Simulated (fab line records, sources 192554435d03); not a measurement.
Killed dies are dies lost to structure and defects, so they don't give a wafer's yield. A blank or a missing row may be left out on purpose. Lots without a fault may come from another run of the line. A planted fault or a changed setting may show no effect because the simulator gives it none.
Chamber matching | flow n5_finfet | N5_MOL_CONTACT_COAG_ALD_133 on ald_sin-03: 4 sister chambers
The step deposits SiO2, target thk 5 nm, pulse time 1 s, co reactant pulse time 1 s. 18 wafers are shown with their chamber, then 9 later ones without.

WAFERS WITH THEIR CHAMBER
wafer  | chamber | heater_power_w (W) | precursor_pulse_height_rel
L076.2 | 3       | 77                 | 1.004
L076.5 | 1       | 88                 | 1.020
L076.6 | 2       | 67                 | 0.975
L078.1 | 1       | 90                 | 0.976
L078.3 | 2       | 65                 | 1.000
L078.6 | 2       | 66                 | 0.996
L085.1 | 2       | 65                 | 1.022
L085.3 | 3       | 80                 | 0.991
L085.4 | 0       | 85                 | 0.983
L086.1 | 2       | 67                 | 1.041
L086.3 | 3       | 80                 | 1.002
L086.5 | 2       | 65                 | 1.018
L088.1 | 0       | 87                 | 1.018
L088.2 | 3       | 80                 | 1.027
L088.5 | 3       | 78                 | 0.971
L089.1 | 2       | 66                 | 0.978
L089.4 | 0       | 84                 | 0.966
L089.6 | 3       | 80                 | 1.022

SIGNATURES (means of the wafers above)
reading                    | chamber 0 | chamber 1 | chamber 2 | chamber 3 | scatter within a chamber
heater_power_w             | 85.33     | 89.00     | 65.86     | 79.17     | 1.21
precursor_pulse_height_rel | 0.98900   | 0.99800   | 1.00429   | 1.00283   | 0.0239
Rule: a wafer's distance from a chamber is the root of the sum, over the readings, of the square of ((its reading less the chamber's mean) divided by the reading's scatter). The wafer belongs to the nearest chamber; if the next one is less than 2 further off, it can't be placed. The scatter: the root of (the sum of the squares of (reading less its chamber's mean) over the shown wafers, divided by (wafers less chambers)).

WAFERS WITHOUT THEIR CHAMBER
wafer  | heater_power_w (W) | precursor_pulse_height_rel
L092.1 | 79                 | 0.993
L092.4 | 86                 | 1.012
L092.6 | 79                 | 0.973
L095.1 | 89                 | 0.992
L095.2 | 67                 | 1.026
L095.5 | 88                 | 0.991
L096.1 | 82                 | 0.999
L096.2 | 65                 | 0.998
L096.6 | 65                 | 1.028

WHICH CHAMBER EACH WENT THROUGH
wafer  | from the rows above     | in truth
L092.1 | 3                       | 3
L092.4 | can't be placed: 0 or 1 | 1
L092.6 | 3                       | 3
L095.1 | 1                       | 1
L095.2 | 2                       | 2
L095.5 | can't be placed: 1 or 0 | 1
L096.1 | can't be placed: 3 or 0 | 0
L096.2 | 2                       | 2
L096.6 | 2                       | 2
Placed correctly: 6 of 9. Can't be placed from these rows: 3 (the true chamber is among the candidates in 3). Placed wrongly: 0.
